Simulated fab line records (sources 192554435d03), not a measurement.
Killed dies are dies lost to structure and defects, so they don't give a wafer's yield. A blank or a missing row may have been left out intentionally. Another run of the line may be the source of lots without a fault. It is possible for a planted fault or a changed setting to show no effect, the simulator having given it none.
fab line records	flow n5Finfet
record lots=6	wafers=17	lastDay=19
route steps=1938 shown BEOL_M2@919 BEOL_M3@931 BEOL_M4@1111
lots untouched by any fault: they come from a run of this same line in which no faults occurred
startH: hours from the record's first day to the start of the lot's first wafer shown	waitH: time in hours since the lot's previous step	" as in the row above	L1.1+2: a single row standing in for several wafers	- value missing, or start not given	* or withheld: withheld	< > ~ a bound
route shown NAME@n: names a module that has steps shown in the file, with the first one's number in the route	usual: the fault-free wafers' mean and standard deviation	same: alike in all rows	chamber/n: place in a boat	sites: each site's reading	_std_site: standard deviation of those values	_edge_site: inner sites' mean taken away from outer sites' mean	radiusMm: how far each site lies from the wafer's centre	mask NAME#n: copy n	behind: the last tool/chamber to shape the wafer	hold: why the lot went on hold/how many hours it stayed there/how the hold came to an end	device: the transistor (n, p or np) that didn't switch	end of line: tests of these same wafers at the route's end	for a step that has no rows: nothing shown but its recipe	killed: not the wafer's yield, but the dies lost to structure and defects at the first sort	map: dies across one wafer; x = killed, . = not, _ = none there
set.NAME: the run value of the setting; set.NAME@STEP: its run value at that earlier step	model.NAME: the simulator's own value behind a step, which no gauge read
a table for each step, a row for each wafer; lots at some steps of the route
services: from which hour (startH, from the record's first day; less than 0 if before it) a tool's chamber was out of use, for how many hours, and why
## steps
# step N5_BEOL_M2_ANNEAL_95
# recipe tempC=400	timeS=240	ambient=vacuum
# step N5_BEOL_M2_SPUTTER_96
# recipe material=Cu	targetThkA=45	tempC=-20	chamberPressurePa=0.07	powerW=withheld	timeS=8.29
# step N5_BEOL_M2_ECD_50
# recipe material=Cu	targetThkA=3000
# step N5_BEOL_M2_ANNEAL_51
# recipe tempC=225	timeS=90	ambient=N2
# usual wafer_temp_C_max=226.5/0.48
lot.wafer	tool	chamber	startH	waitH	wafer_temp_C_max
L251.2	rtpAnneal-01	0	159.30	0.1	227.3
L251.3	"	0	"	"	227.1
L251.4	"	0	"	"	227.4
L255.1	rtpAnneal-02	0	189.15	0.1	226.4
L255.3	"	0	"	"	226.2
L255.6	"	0	"	"	226.3
L258.1	rtpAnneal-01	0	206.68	0.1	226.9
L258.3	"	0	"	"	226.8
L258.5	"	0	"	"	227.0
L261.4	rtpAnneal-02	0	234.61	0.5	225.9
L261.5	"	0	"	"	225.6
L261.6	"	0	"	"	226.1
L269.1	rtpAnneal-01	0	278.44	0.1	226.6
L269.5	"	0	"	"	226.6
L269.6	"	0	"	"	227.1
L271.5	rtpAnneal-02	0	300.42	0.2	226.1
L271.6	"	0	"	"	226.1
# step N5_BEOL_M2_CMP_52
# recipe stopOn=SiOC	tOverpolishS=6.8	downForcePsi=1	platenRpm=50	clearingPlatenDownForcePsi=1.5	clearingPlatenRpm=50	postCmpClean=cuAlkaline	targetThkNm=40	clearingPlatenPadVelocityMS=0.99484	padVelocityMS=0.99484
# step N5_BEOL_M2_THK_MEAS_53
# recipe thkMeasGauge=xrf	reads=Cu_of_BEOL_M2_ECD_50
# usual M2_THK=40.5/1.4
lot.wafer	tool	chamber	startH	waitH	M2_THK[nm]
L251.2	filmMetro-01	-	159.84	-	40.4
L251.3	"	-	"	"	43.0
L251.4	"	-	"	"	41.1
L255.1	filmMetro-01	-	189.74	-	40.6
L255.3	"	-	"	"	41.5
L255.6	"	-	"	"	40.7
L258.1	filmMetro-01	-	207.27	-	40.9
L258.3	"	-	"	"	39.9
L258.5	"	-	"	"	40.4
L261.4	filmMetro-02	-	235.07	-	40.8
L261.5	"	-	"	"	40.3
L261.6	"	-	"	"	40.8
L269.1	filmMetro-02	-	279.03	-	40.8
L269.5	"	-	"	"	42.7
L269.6	"	-	"	"	42.3
L271.5	filmMetro-02	-	300.83	-	42.5
L271.6	"	-	"	"	40.9
# step N5_BEOL_M2_PRE_CLEAN_60
# recipe gas=NH3/H2	timeS=15	tempC=*	rfPowerW=300
# step N5_BEOL_M2_CO_CAP_55
# recipe material=Co	targetThkA=20	tempC=200	precursor=CCTBA/H2	pressureTorr=30	timeS=102.1
# step N5_BEOL_M2_PRE_CLEAN_56
# recipe gas=NH3	timeS=15	tempC=withheld	rfPowerW=300
# step N5_BEOL_M2_DEP_57
# recipe material=SiCN	targetThkA=80	tempC=withheld	precursor=3MS/NH3	pressureTorr=3	rfW=202	timeS=14
# usual showerheadPlenumPTorr=3.669/0.014	throttleValvePct=9.1/0.45
lot.wafer	tool	chamber	startH	waitH	showerheadPlenumPTorr	throttleValvePct
L251.2	pecvd-04	1	160.05	0.0	3.679	9.6
L251.3	"	2	"	"	3.682	8.7
L251.4	"	1	"	"	3.684	9.4
L255.1	pecvd-01	1	189.93	0.0	3.675	9.0
L255.3	"	0	"	"	3.655	9.3
L255.6	"	1	"	"	3.675	8.9
L258.1	pecvd-03	2	207.46	0.0	3.684	9.2
L258.3	"	0	"	"	3.671	8.8
L258.5	"	2	"	"	3.678	9.2
L261.4	pecvd-03	1	235.29	0.0	3.674	8.8
L261.5	"	1	"	"	3.679	8.8
L261.6	"	0	"	"	3.663	8.7
L269.1	pecvd-04	2	279.22	0.0	3.671	8.8
L269.5	"	2	"	"	3.671	8.9
L269.6	"	0	"	"	3.642	10.1
L271.5	pecvd-03	0	301.04	0.0	3.671	9.1
L271.6	"	2	"	"	3.677	8.3
# step N5_BEOL_M2_RS_MEAS_58
# recipe thkMeasGauge=four-point-probe	reads=Co_of_BEOL_M2_CO_CAP_55+Cu_of_BEOL_M2_ECD_50+Co_of_BEOL_M2_CVD_47+TaN_of_BEOL_M2_ALD_84
# usual M2_RS=0.659/0.03
lot.wafer	tool	chamber	startH	waitH	M2_RS[ohm/sq]
L251.2	filmMetro-01	-	160.13	0.1	0.657
L251.3	"	-	"	"	0.609
L251.4	"	-	"	"	0.645
L255.1	filmMetro-02	-	190.00	0.0	0.648
L255.3	"	-	"	"	0.630
L255.6	"	-	"	"	0.646
L258.1	filmMetro-01	-	207.53	0.0	0.643
L258.3	"	-	"	"	0.663
L258.5	"	-	"	"	0.654
L261.4	filmMetro-02	-	235.36	0.1	0.654
L261.5	"	-	"	"	0.663
L261.6	"	-	"	"	0.656
L269.1	filmMetro-01	-	279.29	0.0	0.647
L269.5	"	-	"	"	0.607
L269.6	"	-	"	"	0.621
L271.5	filmMetro-01	-	301.09	0.0	0.622
L271.6	"	-	"	"	0.655
# step N5_BEOL_M2_INSPECT_59
# recipe inspectInstrument=darkfield	mode=postDep
# usual rawDefectCount=74/25
lot.wafer	tool	chamber	startH	waitH	rawDefectCount
L251.2	defectInspect-02	-	160.16	0.0	137
L251.3	"	-	"	"	113
L251.4	"	-	"	"	83
L255.1	defectInspect-01	-	190.02	0.0	66
L255.3	"	-	"	"	76
L255.6	"	-	"	"	59
L258.1	defectInspect-01	-	207.55	0.0	42
L258.3	"	-	"	"	43
L258.5	"	-	"	"	81
L261.4	defectInspect-02	-	235.39	0.0	99
L261.5	"	-	"	"	63
L261.6	"	-	"	"	103
L269.1	defectInspect-01	-	279.32	0.0	53
L269.5	"	-	"	"	105
L269.6	"	-	"	"	103
L271.5	defectInspect-01	-	301.12	0.0	61
L271.6	"	-	"	"	89
# step N5_BEOL_M3_ILD_DEP_00
# recipe material=SiOC	targetThkA=790	tempC=350	precursor=DEMS/O2	pressureTorr=5	rfW=500	timeS=15.3
# usual heaterPowerW=492/72	showerheadPlenumPTorr=5.697/0.014	throttleValvePct=12.1/0.52
lot.wafer	tool	chamber	startH	waitH	heaterPowerW	showerheadPlenumPTorr	throttleValvePct	model.SiOC_of_BEOL_M3_ILD_DEP_00.thkNm
L251.2	pecvd-01	1	160.20	0.0	487	5.705	12.2	78.6
L251.3	"	2	"	"	453	5.701	11.7	78
L251.4	"	0	"	"	560	5.668	12.4	78.2
L255.1	pecvd-02	1	190.06	0.0	587	5.687	12.0	78.2
L255.3	"	2	"	"	422	5.708	11.5	77.4
L255.6	"	1	"	"	479	5.711	12.0	79.8
L258.1	pecvd-01	1	207.59	0.0	494	5.729	12.1	79.8
L258.3	"	2	"	"	458	5.703	11.7	49.8
L258.5	"	1	"	"	519	5.705	12.3	80.8
L261.4	pecvd-01	2	235.44	0.1	452	5.691	12.0	51
L261.5	"	2	"	"	455	5.712	12.0	79.2
L261.6	"	0	"	"	564	5.679	12.4	78.4
L269.1	pecvd-02	1	279.35	0.0	558	5.706	12.1	78.6
L269.5	"	1	"	"	554	5.699	12.1	79.8
L269.6	"	0	"	"	417	5.701	12.6	78.4
L271.5	pecvd-04	1	301.17	0.1	538	5.711	12.5	81.2
L271.6	"	0	"	"	640	5.678	13.4	80
# step N5_BEOL_M3_THK_MEAS_01
# recipe reads=SiOC_of_BEOL_M3_ILD_DEP_00
# usual M3_ILD_THK=78.8/1.1
lot.wafer	tool	chamber	startH	waitH	M3_ILD_THK[nm]
L251.2	filmMetro-01	-	160.26	0.1	78.6
L251.3	"	-	"	"	78.0
L251.4	"	-	"	"	78.3
L255.1	filmMetro-01	-	190.13	0.0	78.3
L255.3	"	-	"	"	77.4
L255.6	"	-	"	"	79.8
L258.1	filmMetro-02	-	207.66	0.0	79.7
L258.3	"	-	"	"	49.7
L258.5	"	-	"	"	80.9
L261.4	filmMetro-02	-	235.51	0.1	50.9
L261.5	"	-	"	"	79.0
L261.6	"	-	"	"	78.4
L269.1	filmMetro-02	-	279.42	0.0	78.5
L269.5	"	-	"	"	79.9
L269.6	"	-	"	"	78.4
L271.5	filmMetro-02	-	301.22	0.0	81.1
L271.6	"	-	"	"	80.0
# step N5_BEOL_M3_PECVD_72
# recipe material=SiO2	targetThkA=160	tempC=400	precursor=TEOS/O2	pressureTorr=5.5	rfW=450	teosFlowSccm=53.8	gas=O2	flowSccm=3000	timeS=18
# step N5_BEOL_M3_HM_DEP_02
# recipe material=TiN	targetThkA=200	tempC=25	chamberPressurePa=0.49996
# step N5_BEOL_M3_COAT_61
# recipe resist=SOC	tempC=250	timeS=60	spinRpm=1500	resistThkNm=60
# step N5_BEOL_M3_COAT_62
# recipe resist=SiARC	tempC=220	timeS=60	spinRpm=1500	resistThkNm=12
# step N5_BEOL_M3_COAT_73
# recipe resist=underlayer	tempC=205	timeS=60	spinRpm=1500	resistThkNm=5
# step N5_BEOL_M3_COAT_05
# recipe resist=CAR-EUV	spinRpm=1500	resistThkNm=30
# step N5_BEOL_M3_EBR_07
# recipe solvent=PGMEA	ebrWidthMm=1.5
# step N5_BEOL_M3_SOFTBAKE_06
# recipe tempC=110	timeS=60	resist=CAR-EUV
# step N5_BEOL_M3_EXPOSE_08
# recipe maskId=M3	na=0.33	sourceShape=dipole	sigmaInner=0.369	sigmaOuter=0.767	polarization=unpolarized	doseMj=33
# step N5_BEOL_M3_PEB_09
# recipe pebTempC=100	pebTimeS=60	resist=CAR-EUV
# step N5_BEOL_M3_DEVELOP_10
# recipe developTimeS=30	developer=TMAH	resist=CAR-EUV	rinseLiquid=surfactantRinse	dry=airSpin	devTempC=23
# step N5_BEOL_M3_CD_MEAS_11
# recipe targetCdNm=17.05	landingEnergyEv=500	detector=seInlens	polarity=opening
# usual cdNm=17.07/0.26
lot.wafer	tool	chamber	startH	waitH	cdNm
L251.2	cdSem-02	0	161.95	-	17.11
L251.3	"	0	"	"	17.06
L251.4	"	0	"	"	17.54
L255.1	cdSem-03	0	192.89	-	17.45
L255.3	"	0	"	"	17.06
L255.6	"	0	"	"	16.81
L258.1	cdSem-03	0	209.88	-	16.85
L258.3	"	0	"	"	17.42
L258.5	"	0	"	"	17.21
L261.4	cdSem-01	0	236.14	-	17.08
L261.5	"	0	"	"	16.95
L261.6	"	0	"	"	17.30
L269.1	cdSem-03	0	281.80	-	17.02
L269.5	"	0	"	"	17.19
L269.6	"	0	"	"	16.54
L271.5	cdSem-02	0	301.88	-	16.69
L271.6	"	0	"	"	17.28
# step N5_BEOL_M3_OVL_MEAS_12
# recipe pointsPerWafer=522
# usual M3_OVL=-0.2/0.62
lot.wafer	tool	chamber	startH	waitH	M3_OVL[nm]
L251.2	overlay-02	0	161.99	0.0	-0.4
L251.3	"	0	"	"	-0.9
L251.4	"	0	"	"	-0.8
L255.1	overlay-02	0	192.92	0.0	0.1
L255.3	"	0	"	"	0.9
L255.6	"	0	"	"	-0.2
L258.1	overlay-02	0	209.91	0.0	-1.1
L258.3	"	0	"	"	0.4
L258.5	"	0	"	"	-0.3
L261.4	overlay-02	0	236.18	0.0	-0.1
L261.5	"	0	"	"	-0.4
L261.6	"	0	"	"	0.3
L269.1	overlay-01	0	281.83	0.0	0.8
L269.5	"	0	"	"	0.4
L269.6	"	0	"	"	-0.4
L271.5	overlay-02	0	301.93	0.0	-0.4
L271.6	"	0	"	"	-1.1
# step N5_BEOL_M3_INSPECT_13
# recipe mode=adi	inspectInstrument=brightfield
# usual rawDefectCount=407/110
lot.wafer	tool	chamber	startH	waitH	rawDefectCount
L251.2	defectInspect-01	-	162.04	0.0	562
L251.3	"	-	"	"	388
L251.4	"	-	"	"	358
L255.1	defectInspect-02	-	192.98	0.1	384
L255.3	"	-	"	"	482
L255.6	"	-	"	"	448
L258.1	defectInspect-02	-	209.97	0.1	310
L258.3	"	-	"	"	471
L258.5	"	-	"	"	487
L261.4	defectInspect-02	-	236.23	0.0	516
L261.5	"	-	"	"	471
L261.6	"	-	"	"	443
L269.1	defectInspect-01	-	281.89	0.1	445
L269.5	"	-	"	"	519
L269.6	"	-	"	"	431
L271.5	defectInspect-01	-	301.97	0.0	329
L271.6	"	-	"	"	358
# step N5_BEOL_M3_DESCUM_16
# recipe chemistry=O2	timeS=7	sourcePowerW=50	biasPowerW=20	pressureMtorr=20	rfFrequencyHz=2.712e+07	tempC=40	resist=CAR-EUV	o2FlowSccm=225
# step N5_BEOL_M3_ETCH_74
# recipe chemistry=N2/H2	target=underlayer	targetDepthA=65	maskMaterial=CAR-EUV	timeS=5.2	ionEnergyEv=200	pressureMtorr=30	sourceW=840	biasW=150	n2FlowSccm=200	h2FlowSccm=200	ends=cleared
# step N5_BEOL_M3_ETCH_63
# recipe chemistry=CF4	target=SiARC	targetDepthA=156	maskMaterial=CAR-EUV	timeS=26	ionEnergyEv=80	pressureMtorr=40	sourceW=545	biasW=36	Ar_flow_sccm=100	cf4FlowSccm=100	ends=cleared
# usual drypumpMotorCurrentA=5.8/0.56	etchRfOnTimeS=25.7/0.53	oesProductAu=0.68/0.078	rfVppV=184.1/1.1	showerheadPlenumPTorr=2.14/0.062	throttleValvePct=15.58/0.3
lot.wafer	tool	chamber	startH	waitH	drypumpMotorCurrentA	etchRfOnTimeS	oesProductAu	rfHoursCounterH	rfVppV	showerheadPlenumPTorr	throttleValvePct
L251.2	rieDiel-03	0	162.12	0.0	4.9	26.2	0.67	131	185.0	2.15	15.35
L251.3	"	2	"	"	5.8	26.1	0.63	140	183.7	2.15	15.47
L251.4	"	3	"	"	6.6	24.6	0.81	14	183.9	2.19	15.27
L255.1	rieDiel-03	1	193.06	0.0	6.0	25.9	0.63	173	186.2	2.22	16.05
L255.3	"	2	"	"	5.8	25.8	0.63	144	183.5	2.15	15.50
L255.6	"	3	"	"	6.7	24.9	0.78	-	184.0	2.18	15.29
L258.1	rieDiel-03	3	210.34	0.0	6.6	24.9	0.77	29	184.3	2.18	15.30
L258.3	"	1	"	"	6.0	25.9	0.62	179	186.8	2.22	16.07
L258.5	"	0	"	"	4.9	26.3	0.66	-	184.9	2.15	15.38
L261.4	rieDiel-03	1	236.77	0.0	6.0	26.2	0.61	188	185.7	2.21	16.08
L261.5	"	0	"	"	4.9	26.1	0.66	-	184.0	2.14	15.39
L261.6	"	1	"	"	6.0	26.0	0.61	-	184.0	2.21	16.09
L269.1	rieDiel-01	0	281.97	0.0	6.5	26.0	0.67	135	184.0	2.14	15.45
L269.5	"	3	"	"	5.4	25.3	0.77	-	184.3	2.11	15.22
L269.6	"	2	"	"	5.7	25.8	0.69	-	185.3	2.16	15.51
L271.5	rieDiel-03	3	302.06	0.0	6.7	25.1	0.73	-	182.8	2.17	15.37
L271.6	"	0	"	"	4.9	26.3	0.64	-	183.9	2.14	15.43
# step N5_BEOL_M3_ETCH_64
# recipe chemistry=N2/H2	target=SOC	targetDepthA=750	overetchA=150	maskMaterial=SiARC	tempC=40	timeS=112.5	ionEnergyEv=200	pressureMtorr=30	sourceW=840	biasW=150	n2FlowSccm=200	h2FlowSccm=200
# step N5_BEOL_M3_STRIP_65
# recipe chemistry=N2/H2	tempC=40	n2FlowSccm=200	h2FlowSccm=200	rfFrequencyHz=6e+07
# step N5_BEOL_M3_STRIP_75
# recipe chemistry=N2/H2	tempC=40	n2FlowSccm=200	h2FlowSccm=200	rfFrequencyHz=6e+07
# step N5_BEOL_M3_STRIP_66
# recipe chemistry=CF4	resist=SiARC	powerW=300	biasPowerW=75	pressureMtorr=50	cf4FlowSccm=150	rfFrequencyHz=6e+07
# usual drypumpMotorCurrentA=5.8/0.55	oesProductAu=0.78/0.083	rfVppV=271.2/1.4	showerheadPlenumPTorr=1.79/0.056	throttleValvePct=13.5/0.3
lot.wafer	tool	chamber	startH	waitH	drypumpMotorCurrentA	oesProductAu	rfHoursCounterH	rfVppV	showerheadPlenumPTorr	throttleValvePct
L251.2	rieDiel-03	0	162.28	0.0	4.9	0.78	131	271.8	1.80	13.3
L251.3	"	2	"	"	5.8	0.73	140	271.4	1.80	13.5
L251.4	"	3	"	"	6.7	0.91	14	272.6	1.82	13.2
L255.1	rieDiel-03	1	193.22	0.0	6.0	0.72	173	271.2	1.86	14.0
L255.3	"	2	"	"	5.8	0.73	145	271.7	1.80	13.5
L255.6	"	3	"	"	6.6	0.87	-	271.3	1.82	13.2
L258.1	rieDiel-03	3	210.50	0.0	6.7	0.87	29	273.0	1.82	13.2
L258.3	"	1	"	"	6.0	0.72	179	273.9	1.86	14.1
L258.5	"	0	"	"	4.9	0.77	-	270.5	1.80	13.3
L261.4	rieDiel-03	1	236.93	0.0	6.1	0.71	188	273.4	1.86	14.1
L261.5	"	0	"	"	4.9	0.76	-	269.5	1.79	13.4
L261.6	"	1	"	"	6.1	0.71	-	272.6	1.86	14.1
L269.1	rieDiel-01	0	282.13	0.0	6.5	0.78	135	269.4	1.80	13.5
L269.5	"	3	"	"	5.4	0.88	-	271.0	1.77	13.2
L269.6	"	2	"	"	5.7	0.80	-	271.9	1.81	13.4
L271.5	rieDiel-03	3	302.21	0.0	6.6	0.83	-	271.3	1.81	13.3
L271.6	"	0	"	"	4.9	0.74	-	270.3	1.79	13.4
# step N5_BEOL_M3_HM_OPEN_17
# recipe chemistry=Cl2/BCl3	targetDepthA=200	overetchA=60	target=TiN	maskMaterial=SOC	ionEnergyEv=150	pressureMtorr=10	icpW=1000	biasW=126	Cl2_flow_sccm=53.25	bcl3FlowSccm=21.75	Ar_flow_sccm=25
# step N5_BEOL_M3_STRIP_19
# recipe chemistry=O2	powerW=400	tempC=40	pressureMtorr=30	rfFrequencyHz=6e+07	biasPowerW=0	overashFraction=0.2	o2FlowSccm=225
# usual drypumpMotorCurrentA=5.8/0.52	oesProductAu=0.80/0.088	rfVppV=3.7/0.44	showerheadPlenumPTorr=2.11/0.06	throttleValvePct=16.57/0.28
# same overashFraction=0.2
lot.wafer	tool	chamber	startH	waitH	drypumpMotorCurrentA	oesProductAu	rfHoursCounterH	rfVppV	showerheadPlenumPTorr	throttleValvePct
L251.2	rieDiel-03	0	162.43	0.1	4.9	0.79	131	3.6	2.11	16.40
L251.3	"	1	"	"	6.1	0.74	164	4.1	2.16	17.03
L251.4	"	3	"	"	6.7	0.93	14	3.8	2.14	16.35
L255.1	rieDiel-01	2	193.37	0.1	5.7	0.85	45	3.8	2.13	16.48
L255.3	"	0	"	"	6.4	0.82	108	3.9	2.10	16.40
L255.6	"	1	"	"	5.8	0.89	-	3.3	2.23	16.17
L258.1	rieDiel-03	0	210.65	0.1	4.9	0.77	146	3.0	2.10	16.43
L258.3	"	2	"	"	5.8	0.74	150	3.9	2.10	16.57
L258.5	"	1	"	"	6.0	0.73	-	3.1	2.16	17.05
L261.4	rieDiel-03	2	237.19	0.2	5.8	0.73	160	3.2	2.10	16.58
L261.5	"	0	"	"	4.9	0.77	-	3.7	2.10	16.44
L261.6	"	1	"	"	6.1	0.71	-	3.1	2.16	17.06
L269.1	rieDiel-02	2	282.32	0.1	6.4	0.89	27	3.7	2.04	16.60
L269.5	"	1	"	"	5.2	0.69	-	3.8	1.98	17.05
L269.6	"	3	"	"	6.2	0.67	-	3.5	1.98	16.86
L271.5	rieDiel-03	1	302.38	0.0	6.0	0.71	-	4.1	2.15	17.13
L271.6	"	0	"	"	4.9	0.75	-	4.9	2.09	16.49
# step N5_BEOL_M3_CD_MEAS_18
# recipe pitchNm=36	targetCdNm=18
# usual cdNm=18.1/0.36
lot.wafer	tool	chamber	startH	waitH	cdNm
L251.2	cdSem-03	-	162.50	0.1	18.6
L251.3	"	-	"	"	18.0
L251.4	"	-	"	"	18.0
L255.1	cdSem-01	-	193.44	0.0	18.9
L255.3	"	-	"	"	17.8
L255.6	"	-	"	"	18.2
L258.1	cdSem-02	-	210.72	0.0	18.7
L258.3	"	-	"	"	18.9
L258.5	"	-	"	"	18.9
L261.4	cdSem-03	-	237.28	0.1	18.6
L261.5	"	-	"	"	18.3
L261.6	"	-	"	"	18.3
L269.1	cdSem-01	-	282.39	0.0	18.4
L269.5	"	-	"	"	18.0
L269.6	"	-	"	"	18.0
L271.5	cdSem-01	-	302.43	0.0	18.0
L271.6	"	-	"	"	18.0
# step N5_BEOL_M3_COAT_67
# recipe resist=SOC	tempC=250	timeS=60	spinRpm=1500	resistThkNm=60
# step N5_BEOL_M3_COAT_68
# recipe resist=SiARC	tempC=220	timeS=60	spinRpm=1500	resistThkNm=12
# step N5_BEOL_M3_COAT_76
# recipe resist=underlayer	tempC=205	timeS=60	spinRpm=1500	resistThkNm=5
# step N5_BEOL_M3_COAT_22
# recipe resist=CAR-EUV	spinRpm=1500	resistThkNm=30
# step N5_BEOL_M3_CMP_52
# recipe stopOn=SiOC	tOverpolishS=6.8	downForcePsi=1	platenRpm=50	clearingPlatenDownForcePsi=1.5	clearingPlatenRpm=50	postCmpClean=cuAlkaline	targetThkNm=40	clearingPlatenPadVelocityMS=0.99484	padVelocityMS=0.99484
# usual clearingPlatenDownForcePsi=1.500/0.0033	clearingPlatenRpm=49.999/0.026	motorCurrentA=6.1/0.52
lot.wafer	tool	chamber	startH	waitH	clearingPlatenDownForcePsi	clearingPlatenRpm	motorCurrentA	model.SiOC_of_BEOL_M3_ILD_DEP_00.thkNm	model.Cu_of_BEOL_M3_ECD_50.thkNm
L251.2	cmp-03	3	180.11	0.2	1.500	50.027	5.5	75.6	39.6
L251.3	"	0	"	"	1.497	50.020	5.9	75	39.4
L251.4	"	2	"	"	1.500	50.022	5.5	75.2	38.8
L255.3	cmp-02	0	201.31	0.3	1.499	50.038	6.5	74.4	37.8
L255.1	"	1	"	"	1.495	50.019	5.6	75.2	39.6
L255.6	"	0	"	"	1.502	50.023	6.7	76.8	42.2
L258.3	cmp-04	2	218.61	0.2	1.497	50.041	7.5	46.8	8.6
L258.1	"	3	"	"	1.497	50.001	6.5	76.8	39.4
L258.5	"	0	"	"	1.500	49.999	5.3	77.8	40.4
L261.4	cmp-03	3	242.20	0.2	1.502	49.969	5.9	48	11.8
L261.5	"	2	"	"	1.500	50.000	5.9	76.2	39.2
L261.6	"	3	"	"	1.501	49.990	6.0	75.4	38.8
L269.1	cmp-04	0	304.15	0.3	1.499	50.015	5.8	75.6	39.4
L269.6	"	3	"	"	1.501	49.991	6.7	75.4	39.4
L269.5	"	0	"	"	1.500	50.017	5.6	76.8	40
L271.5	cmp-04	3	313.85	0.2	1.503	49.983	6.6	78.2	41.2
L271.6	"	0	"	"	1.498	49.948	5.9	77	39
# step N5_BEOL_M4_RC_MEAS_101
# usual DIBL_N=37.2/2.1	DIBL_P=37.3/2.3	IOFF_N=0.18/0.041	IOFF_P=0.24/0.042	ION_N=680/13	ION_P=466/7.7	SS_N=71.8/0.68	SS_P=73.5/0.66	VT_N=249/3.6	VT_P=-248/3.4
lot.wafer	tool	chamber	startH	waitH	DIBL_N[mV/V]	DIBL_P[mV/V]	IOFF_N[nA/um]	IOFF_P[nA/um]	ION_N[uA/um]	ION_P[uA/um]	SS_N[mV/dec]	SS_P[mV/dec]	VT_N[mV]	VT_P[mV]
L251.2	prober-01	0	193.39	0.2	37.7	37.8	0.20	0.23	693	469	72.1	73.6	244	-249
L251.3	"	0	"	"	40.1	40.1	0.26	0.28	705	475	72.5	74.2	242	-248
L251.4	"	0	"	"	39.1	39.1	0.22	0.27	706	476	72.3	74.0	244	-246
L255.1	prober-01	0	210.51	0.0	35.8	35.8	0.15	0.19	674	457	71.3	73.4	251	-253
L255.3	"	0	"	"	36.1	36.8	0.15	0.19	677	461	71.0	73.0	254	-252
L255.6	"	0	"	"	39.3	40.9	0.23	0.27	692	469	71.7	73.5	247	-250
L258.1	prober-02	0	232.34	0.0	36.4	36.4	0.16	0.25	669	468	70.7	73.4	248	-244
L258.5	"	0	"	"	37.6	37.0	0.20	0.27	689	472	71.3	72.9	245	-243
L261.5	prober-02	0	255.59	0.6	37.8	38.7	0.18	0.26	669	460	72.3	73.7	249	-249
L261.6	"	0	"	"	37.8	37.5	0.19	0.25	670	458	73.3	73.5	251	-247
L269.1	prober-02	0	333.14	0.0	36.8	36.7	0.17	0.21	680	462	72.4	73.4	250	-252
L269.5	"	0	"	"	35.1	36.1	0.15	0.20	685	466	71.2	74.2	249	-252
L269.6	"	0	"	"	37.7	37.5	0.19	0.22	685	460	72.2	73.7	248	-251
L271.5	prober-02	0	336.51	0.6	39.7	40.4	0.25	0.33	698	472	72.4	74.7	246	-243
L271.6	"	0	"	"	39.6	39.7	0.24	0.31	690	468	72.3	74.9	247	-244
## services
tool	chamber	startH	hours	kind
cmp-03	-	143.80	6.4	pm
cmp-04	-	152.37	1.0	repair
cmp-03	-	153.79	1.2	repair
pecvd-02	-	157.55	0.9	repair
pecvd-03	-	168.63	2.8	repair
rieDiel-03	2	170.50	10.6	repair
rieDiel-01	3	172.28	-	clean
rieDiel-01	3	172.28	-	consumableReplace:focusRing
cmp-02	-	185.74	1.9	repair
rieDiel-02	-	186.52	0.8	repair
cmp-03	-	201.22	11.4	pm
rieDiel-01	3	216.72	5.4	repair
pecvd-03	2	222.84	7.1	repair
pecvd-01	1	223.94	2.1	scheduledDown
cmp-03	-	224.16	0.9	repair
rieDiel-02	-	226.79	14.6	pm
pecvd-01	1	231.76	22.7	repair
cmp-02	-	240.69	4.6	pm
pecvd-02	-	264.28	5.5	pm
cmp-02	-	270.72	4.0	pm
rieDiel-02	0	275.91	6.9	repair
rieDiel-01	2	285.53	14.8	repair
cmp-04	-	296.61	0.9	repair
cmp-02	-	303.82	0.9	repair
## key
firstSign step=N5_BEOL_M3_THK_MEAS_01	reading=M3_ILD_THK	direction=down	sigmas=26	usual=78.8	struck=50.3
effect none on later readings
modelEffect step=N5_BEOL_M3_ILD_DEP_00	value=SiOC_of_BEOL_M3_ILD_DEP_00.thkNm	without=78.4	struck=50.4
modelEffect step=N5_BEOL_M3_CMP_52	value=SiOC_of_BEOL_M3_ILD_DEP_00.thkNm	without=75.4	struck=47.4
metAt N5_BEOL_M3_ILD_DEP_00
struckWafers L258.3,L261.4
laterRowsLeftOut L258.3,L261.4
sortLeftOut L258.3,L261.4
onsetBetween 160.20 207.59
fault kind=processParameterDrift	tool=pecvd-01	chamber=-	onsetH=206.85	steps=N5_BEOL_M3_ILD_DEP_00	channel=timeS	offset=*	shape=step	endH=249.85	scope=struckWafersOnly	actsIn=*	stated=*
# sortLeftOut: the simulated sort isn't trusted on such a fault, so these wafers' sort isn't shown, and their yield isn't known
# laterRowsLeftOut: the simulator's readings of these wafers behind a module that went badly wrong aren't trusted and aren't shown, but for the sort
